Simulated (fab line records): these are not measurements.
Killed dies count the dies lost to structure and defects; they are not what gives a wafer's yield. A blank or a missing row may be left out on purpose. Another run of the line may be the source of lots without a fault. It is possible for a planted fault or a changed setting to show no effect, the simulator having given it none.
fab line records ; flow nand-harc
[record] lots = 14; wafers = 42; last-day = 35
route steps=1302 shown A_STAIRCASE@853 THIN_TSV@1259 END@1302
lots that met no fault: from a run of the same line without faults
start-h: start of the lot's first displayed wafer, in hours after the record's first day ; wait-h: how many hours have passed since the lot's step before this one ; " unchanged from the row above ; L1.1+2: several wafers, shown together as one row ; - no value, or no start given ; * or withheld: withheld ; < > ~ a bound
route shown NAME@n: NAME is a module with steps in the file, n the number in the route of the first one ; usual: mean and standard deviation over wafers with no fault ; same: alike in all rows ; chamber/n: place in a boat ; sites: the reading at each site ; _std_site: their standard deviation ; _edge_site: mean of outer sites minus mean of inner sites ; radius-mm: for every site, how far away it sits from the centre of the wafer ; mask NAME#n: copy n ; behind: tool/chamber where the wafer was last shaped ; hold: the reason the lot was held/the length of the hold in hours/how it ended ; device: whichever transistor did not switch (one of n, p or np) ; end of line: tests run on the same wafers once the route is complete ; for a step that has no rows: nothing shown but its recipe ; killed: dies that structure and defects cost at the first sort, which is not the same as the wafer's yield ; map: dies across one wafer; x = killed, . = not, _ = none there
set.NAME: setting as actually run; set.NAME@STEP: the setting as run at that earlier step ; model.NAME: the simulator's own value behind a step, which no gauge read
a sample of lots followed through the steps of the route, with each step as a table and each wafer as a row
services: when a tool's chamber went out of use (start-h, in hours from the record's first day, below 0 if earlier), for how many hours, and the reason
[[steps]]
[step NHARC_A_STAIRCASE_DEP_322]
[recipe] target-thk-a = 72000; temp-c = 400; target-thk-nm = 7200; teos-flow-sccm = 200; rf-w = 500; material = SiO2
[usual] heater-power-w = 666/80
lot.wafer;tool;chamber;start-h;wait-h;heater-power-w
L619.3;pecvd-03;1;427.31;0.1;770
L619.2;pecvd-03;0;427.31;0.1;632
L619.5;pecvd-03;0;427.31;0.1;616
L622.1;pecvd-01;1;448.37;0.2;586
L622.5;pecvd-01;0;448.37;0.2;692
L622.6;pecvd-01;2;448.37;0.2;506
L623.1;pecvd-03;2;506.06;0.1;675
L623.3;pecvd-03;1;506.06;0.1;750
L623.5;pecvd-03;1;506.06;0.1;650
L627.2;pecvd-02;1;506.20;0.2;763
L627.3;pecvd-02;0;506.20;0.2;649
L627.6;pecvd-02;0;506.20;0.2;645
L628.2;pecvd-03;1;526.63;0.1;795
L628.1;pecvd-03;2;526.63;0.1;704
L628.4;pecvd-03;2;526.63;0.1;658
L625.2;pecvd-02;2;526.97;0.4;719
L625.4;pecvd-02;1;526.97;0.4;627
L625.5;pecvd-02;2;526.97;0.4;607
L624.1;pecvd-03;2;545.86;0.4;729
L624.3;pecvd-03;0;545.86;0.4;756
L624.5;pecvd-03;0;545.86;0.4;607
L632.2;pecvd-03;2;546.43;0.9;722
L632.1;pecvd-03;0;546.43;0.9;732
L632.5;pecvd-03;0;546.43;0.9;629
L634.4;pecvd-01;0;557.79;0.5;703
L634.5;pecvd-01;2;557.79;0.5;531
L634.6;pecvd-01;0;557.79;0.5;710
L635.3;pecvd-03;0;566.26;0.1;772
L635.1;pecvd-03;2;566.26;0.1;762
L635.5;pecvd-03;0;566.26;0.1;673
L636.1;pecvd-02;1;566.36;0.2;753
L636.5;pecvd-02;1;566.36;0.2;605
L636.6;pecvd-02;2;566.36;0.2;591
L639.3;pecvd-01;0;598.91;0.1;791
L639.2;pecvd-01;1;598.91;0.1;648
L639.1;pecvd-01;2;598.91;0.1;597
L640.1;pecvd-02;0;636.02;0.1;655
L640.3;pecvd-02;2;636.02;0.1;626
L640.5;pecvd-02;0;636.02;0.1;576
L642.3;pecvd-02;1;679.95;0.6;651
L642.2;pecvd-02;0;679.95;0.6;683
L642.6;pecvd-02;1;679.95;0.6;606
[step NHARC_THIN_TSV_CD_MEAS_12]
[recipe] target-cd-nm = 1000; landing-energy-ev = 500
[usual] cd-nm = 999.7/1.9
lot.wafer;tool;chamber;start-h;wait-h;cd-nm
L619.2;cd-sem-02;0;562.45;-;1003.4
L619.3;cd-sem-02;0;562.45;-;1001.1
L619.5;cd-sem-02;0;562.45;-;1000.4
L622.1;cd-sem-03;0;587.10;-;999.7
L622.5;cd-sem-03;0;587.10;-;996.9
L622.6;cd-sem-03;0;587.10;-;998.8
L627.2;cd-sem-02;0;646.11;-;997.0
L627.3;cd-sem-02;0;646.11;-;996.7
L627.6;cd-sem-02;0;646.11;-;1000.1
L623.1;cd-sem-02;0;657.43;-;1002.1
L623.3;cd-sem-02;0;657.43;-;999.2
L623.5;cd-sem-02;0;657.43;-;999.2
L625.2;cd-sem-01;0;675.31;-;1003.1
L625.4;cd-sem-01;0;675.31;-;1000.7
L625.5;cd-sem-01;0;675.31;-;1000.0
L628.1;cd-sem-03;0;697.36;-;998.0
L628.2;cd-sem-03;0;697.36;-;1000.3
L628.4;cd-sem-03;0;697.36;-;997.7
L624.1;cd-sem-01;0;701.65;-;997.0
L624.3;cd-sem-01;0;701.65;-;996.1
L624.5;cd-sem-01;0;701.65;-;999.0
L632.1;cd-sem-02;0;709.16;-;999.1
L632.2;cd-sem-02;0;709.16;-;998.7
L632.5;cd-sem-02;0;709.16;-;1002.3
L635.1;cd-sem-01;0;714.02;-;997.3
L635.3;cd-sem-01;0;714.02;-;1001.8
L635.5;cd-sem-01;0;714.02;-;997.5
L634.4;cd-sem-02;0;715.35;-;999.2
L634.5;cd-sem-02;0;715.35;-;996.3
L634.6;cd-sem-02;0;715.35;-;998.7
L636.1;cd-sem-03;0;719.44;-;998.5
L636.5;cd-sem-03;0;719.44;-;996.3
L636.6;cd-sem-03;0;719.44;-;998.4
L639.1;cd-sem-02;0;748.33;-;1000.8
L639.2;cd-sem-02;0;748.33;-;1003.1
L639.3;cd-sem-02;0;748.33;-;999.9
L640.1;cd-sem-03;0;775.75;-;1001.0
L640.3;cd-sem-03;0;775.75;-;999.9
L640.5;cd-sem-03;0;775.75;-;1000.3
L642.2;cd-sem-01;0;819.35;-;997.7
L642.3;cd-sem-01;0;819.35;-;999.4
L642.6;cd-sem-01;0;819.35;-;1003.3
[step NHARC_THIN_TSV_DEGAS_53]
[recipe] temp-c = 300; time-s = 60
[usual] heater-power-w = 479/37
lot.wafer;tool;chamber;start-h;wait-h;heater-power-w
L619.2;pvd-sputter-02;-;567.24;0.1;450
L619.3;pvd-sputter-02;-;567.24;0.1;464
L619.5;pvd-sputter-02;-;567.24;0.1;457
L622.1;pvd-sputter-03;-;591.92;0.1;468
L622.6;pvd-sputter-03;-;591.92;0.1;481
L622.5;pvd-sputter-03;-;591.92;0.1;531
L627.3;pvd-sputter-01;-;650.88;0.1;500
L627.2;pvd-sputter-01;-;650.88;0.1;534
L627.6;pvd-sputter-01;-;650.88;0.1;495
L623.3;pvd-sputter-03;-;662.23;0.1;471
L623.1;pvd-sputter-03;-;662.23;0.1;543
L623.5;pvd-sputter-03;-;662.23;0.1;524
L625.2;pvd-sputter-01;-;680.05;0.1;457
L625.4;pvd-sputter-01;-;680.05;0.1;507
L625.5;pvd-sputter-01;-;680.05;0.1;516
L628.2;pvd-sputter-02;-;702.41;0.1;458
L628.1;pvd-sputter-02;-;702.41;0.1;424
L628.4;pvd-sputter-02;-;702.41;0.1;431
L624.3;pvd-sputter-02;-;707.28;0.1;461
L624.1;pvd-sputter-02;-;707.28;0.1;472
L624.5;pvd-sputter-02;-;707.28;0.1;428
L632.2;pvd-sputter-01;-;714.01;0.1;495
L632.1;pvd-sputter-01;-;714.01;0.1;553
L632.5;pvd-sputter-01;-;714.01;0.1;472
L635.1;pvd-sputter-03;-;718.87;0.1;487
L635.3;pvd-sputter-03;-;718.87;0.1;508
L635.5;pvd-sputter-03;-;718.87;0.1;494
L634.4;pvd-sputter-02;-;720.29;0.1;416
L634.6;pvd-sputter-02;-;720.29;0.1;454
L634.5;pvd-sputter-02;-;720.29;0.1;474
L636.1;pvd-sputter-03;-;724.43;0.1;488
L636.5;pvd-sputter-03;-;724.43;0.1;515
L636.6;pvd-sputter-03;-;724.43;0.1;462
L639.2;pvd-sputter-02;-;753.07;0.1;452
L639.1;pvd-sputter-02;-;753.07;0.1;478
L639.3;pvd-sputter-02;-;753.07;0.1;423
L640.1;pvd-sputter-02;-;780.48;0.1;464
L640.3;pvd-sputter-02;-;780.48;0.1;468
L640.5;pvd-sputter-02;-;780.48;0.1;489
L642.3;pvd-sputter-03;-;824.21;0.1;453
L642.2;pvd-sputter-03;-;824.21;0.1;473
L642.6;pvd-sputter-03;-;824.21;0.1;503
[step NHARC_THIN_TSV_PRE_CLEAN_54]
[recipe] time-s = 30; temp-c = 280; gas = H2/He
[usual] heater-power-w = 421/36
lot.wafer;tool;chamber;start-h;wait-h;heater-power-w
L619.2;pvd-sputter-02;-;567.32;0.1;408
L619.3;pvd-sputter-02;-;567.32;0.1;396
L619.5;pvd-sputter-02;-;567.32;0.1;380
L622.1;pvd-sputter-03;-;592.03;0.1;416
L622.6;pvd-sputter-03;-;592.03;0.1;479
L622.5;pvd-sputter-03;-;592.03;0.1;459
L627.3;pvd-sputter-01;-;650.94;0.1;470
L627.2;pvd-sputter-01;-;650.94;0.1;449
L627.6;pvd-sputter-01;-;650.94;0.1;464
L623.1;pvd-sputter-03;-;662.30;0.0;467
L623.3;pvd-sputter-03;-;662.30;0.0;478
L623.5;pvd-sputter-03;-;662.30;0.0;488
L625.4;pvd-sputter-01;-;680.12;0.0;432
L625.2;pvd-sputter-01;-;680.12;0.0;479
L625.5;pvd-sputter-01;-;680.12;0.0;453
L628.4;pvd-sputter-02;-;702.48;0.0;412
L628.2;pvd-sputter-02;-;702.48;0.0;369
L628.1;pvd-sputter-02;-;702.48;0.0;401
L624.1;pvd-sputter-02;-;707.36;0.1;397
L624.3;pvd-sputter-02;-;707.36;0.1;410
L624.5;pvd-sputter-02;-;707.36;0.1;363
L632.1;pvd-sputter-01;-;714.07;0.0;478
L632.2;pvd-sputter-01;-;714.07;0.0;393
L632.5;pvd-sputter-01;-;714.07;0.0;440
L635.3;pvd-sputter-03;-;718.93;0.0;449
L635.1;pvd-sputter-03;-;718.93;0.0;475
L635.5;pvd-sputter-03;-;718.93;0.0;397
L634.4;pvd-sputter-02;-;720.35;0.0;405
L634.6;pvd-sputter-02;-;720.35;0.0;366
L634.5;pvd-sputter-02;-;720.35;0.0;402
L636.1;pvd-sputter-03;-;724.48;0.0;478
L636.6;pvd-sputter-03;-;724.48;0.0;481
L636.5;pvd-sputter-03;-;724.48;0.0;441
L639.3;pvd-sputter-02;-;753.15;0.0;394
L639.1;pvd-sputter-02;-;753.15;0.0;410
L639.2;pvd-sputter-02;-;753.15;0.0;372
L640.3;pvd-sputter-02;-;780.55;0.1;367
L640.1;pvd-sputter-02;-;780.55;0.1;370
L640.5;pvd-sputter-02;-;780.55;0.1;382
L642.3;pvd-sputter-03;-;824.31;0.1;430
L642.2;pvd-sputter-03;-;824.31;0.1;484
L642.6;pvd-sputter-03;-;824.31;0.1;396
[step NHARC_END_SORT_01]
[recipe] temp-c = 25
[usual] killed-at-array = 54/18; killed-at-other = 0.9/1.2; killed-at-periphery = 4.4/2.9; killed-dies = 59/18; killed-open = 3.2/1.8; killed-short = 2.6/1.8
[same] gross-dies = 677
lot.wafer;tool;chamber;start-h;wait-h;killed-at-array;killed-at-other;killed-at-periphery;killed-dies;killed-open;killed-short
L624.1;prober-02;0;720.36;2.5;48;1;6;55;2;3
L624.3;prober-02;0;721.95;3.1;106;1;2;109;2;0
L624.5;prober-02;0;723.54;3.7;108;1;1;110;0;0
L632.1;prober-02;0;728.20;2.6;119;0;6;125;4;2
L632.2;prober-02;0;729.00;2.8;43;1;2;46;3;1
L632.5;prober-02;0;731.37;3.7;113;0;3;116;2;1
L635.1;prober-01;0;736.15;2.5;47;3;6;56;3;6
L635.3;prober-01;0;737.75;3.1;114;0;4;118;4;2
L635.5;prober-01;0;739.35;3.7;124;1;5;130;2;2
// killed by level:class
L624.1 A_SLIT:chamber-film-flake=29 A_CHANNEL_HOLE_D1:chamber-film-flake=5 A_STAIRCASE:chamber-film-flake=4 P_M2:chamber-film-flake=2 A_DECK1_JOINT:chamber-film-flake=2 A_CONTACT:chamber-film-flake=2 P_CONTACT:geometric-particle:open=1 A_ONON_D1:geometric-particle:short=1
L624.3 A_STAIRCASE:unspecified=72 A_SLIT:chamber-film-flake=28 A_CHANNEL_HOLE_D1:chamber-film-flake=3 P_CONTACT:geometric-particle:open=1 A_ONON_D1:geometric-particle:open=1 P_M0:chamber-film-flake=1 A_STAIRCASE:chamber-film-flake=1 A_CONTACT:chamber-film-flake=1
L624.5 A_STAIRCASE:unspecified=69 A_SLIT:chamber-film-flake=29 A_CHANNEL_HOLE_D1:chamber-film-flake=4 A_CONTACT:chamber-film-flake=3 A_STAIRCASE:chamber-film-flake=2 P_GATE:chamber-film-flake=1 A_CHANNEL_HOLE_D2:chamber-film-flake=1 THIN_TSV:chamber-film-flake=1
L632.1 A_STAIRCASE:unspecified=72 A_CHANNEL_HOLE_D2:chamber-film-flake=23 A_CHANNEL_HOLE_D1:chamber-film-flake=11 A_CONTACT:chamber-film-flake=5 A_CHANNEL_FILL_D2:chamber-film-flake=3 P_BONDPAD:chamber-film-flake=2 P_ZERO_WELL:geometric-particle:short=1 P_GATE:geometric-particle:open=1
L632.2 A_CHANNEL_HOLE_D2:chamber-film-flake=19 A_CHANNEL_HOLE_D1:chamber-film-flake=7 A_CONTACT:chamber-film-flake=7 A_SLIT:chamber-film-flake=4 A_DECK1_JOINT:geometric-particle:open=1 A_CHANNEL_HOLE_D2:geometric-particle:open=1 A_BLC:geometric-particle:open=1 P_GATE:chamber-film-flake=1
L632.5 A_STAIRCASE:unspecified=68 A_CHANNEL_HOLE_D2:chamber-film-flake=19 A_SLIT:chamber-film-flake=8 A_CHANNEL_HOLE_D1:chamber-film-flake=7 A_CONTACT:chamber-film-flake=5 P_M0:geometric-particle:open=2 A_STAIRCASE:chamber-film-flake=2 A_SOURCE_PLATE:geometric-particle:short=1
L635.1 A_CHANNEL_HOLE_D2:chamber-film-flake=28 A_CHANNEL_HOLE_D1:chamber-film-flake=11 P_GATE:geometric-particle:open=2 A_CHANNEL_FILL_D2:geometric-particle:short=2 P_ZERO_WELL:chamber-film-flake=2 A_SLIT:chamber-film-flake=2 THIN_TSV:chamber-film-flake=2 P_M0:geometric-particle:short=1
L635.3 A_STAIRCASE:unspecified=67 A_CHANNEL_HOLE_D2:chamber-film-flake=25 A_CHANNEL_HOLE_D1:chamber-film-flake=9 A_SLIT:chamber-film-flake=4 P_STI:chamber-film-flake=3 A_CONTACT:chamber-film-flake=2 A_ONON_D2:geometric-particle:short=1 A_CHANNEL_FILL_D2:geometric-particle:open=1
L635.5 A_STAIRCASE:unspecified=68 A_CHANNEL_HOLE_D2:chamber-film-flake=36 A_CHANNEL_HOLE_D1:chamber-film-flake=12 P_GATE:chamber-film-flake=2 A_SLIT:chamber-film-flake=2 P_CONTACT:geometric-particle:short=1 A_DECK1_JOINT:geometric-particle:open=1 A_CHANNEL_FILL_D2:geometric-particle:short=1
[[services]]
tool;chamber;start-h;hours;kind
pvd-sputter-01;-;404.00;10.0;pm
pvd-sputter-02;-;430.79;1.2;repair
pecvd-03;-;430.87;0.7;repair
pvd-sputter-02;-;460.02;10.0;pm
pvd-sputter-03;-;468.34;0.6;repair
pecvd-03;-;494.61;1.0;repair
pvd-sputter-02;-;504.23;2.9;repair
pvd-sputter-03;-;526.03;10.0;pm
pvd-sputter-01;-;541.99;3.6;repair
pecvd-03;-;547.00;13.0;pm
pvd-sputter-01;-;582.00;10.0;pm
pvd-sputter-02;-;638.02;10.0;pm
pecvd-03;1;663.58;20.8;repair
pvd-sputter-02;-;664.95;2.2;repair
pecvd-03;2;672.99;4.3;repair
pvd-sputter-03;-;704.03;10.0;pm
pecvd-03;-;716.57;0.7;repair
pecvd-03;-;725.76;0.3;repair
pecvd-03;-;728.00;13.0;pm
pvd-sputter-02;-;735.53;1.5;repair
pvd-sputter-03;-;740.42;3.6;repair
pvd-sputter-03;-;769.48;0.5;repair
pvd-sputter-02;-;806.68;2.1;repair
pvd-sputter-02;-;816.02;10.0;pm
[[key]]
[first-sign] step = NHARC_END_SORT_01; reading = killed-at-array; direction = up; sigmas = 3.3; usual = 54; struck = 114
[effect] step = NHARC_END_SORT_01; reading = killed-dies; direction = up; sigmas = 3.2; usual = 59; struck = 118
[more-kills-born-at] NHARC_A_STAIRCASE_DEP_322@pecvd-03 = 416
met-at NHARC_A_STAIRCASE_DEP_322
struck-lots L624,L632,L635
struck-wafers L624.3,L624.5,L632.1,L632.5,L635.3,L635.5
tester-left-out L624,L632,L635
not-acting-at NHARC_THIN_TSV_CD_MEAS_12,NHARC_THIN_TSV_DEGAS_53,NHARC_THIN_TSV_PRE_CLEAN_54
[fault] kind = chamber-particle-source; tool = pecvd-03; chamber = 0; onset-h = 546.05; steps = NHARC_A_STAIRCASE_DEP_322; rate-per-visit-cm2 = 0.42491; end-h = 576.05
// tester-left-out: of these lots the tester's yield and bins aren't shown, on N5 and GAA mostly nor the transistor test; their killed dies are dies lost to structure and defects alone, not to doping, threshold or leakage, so they don't give the yield
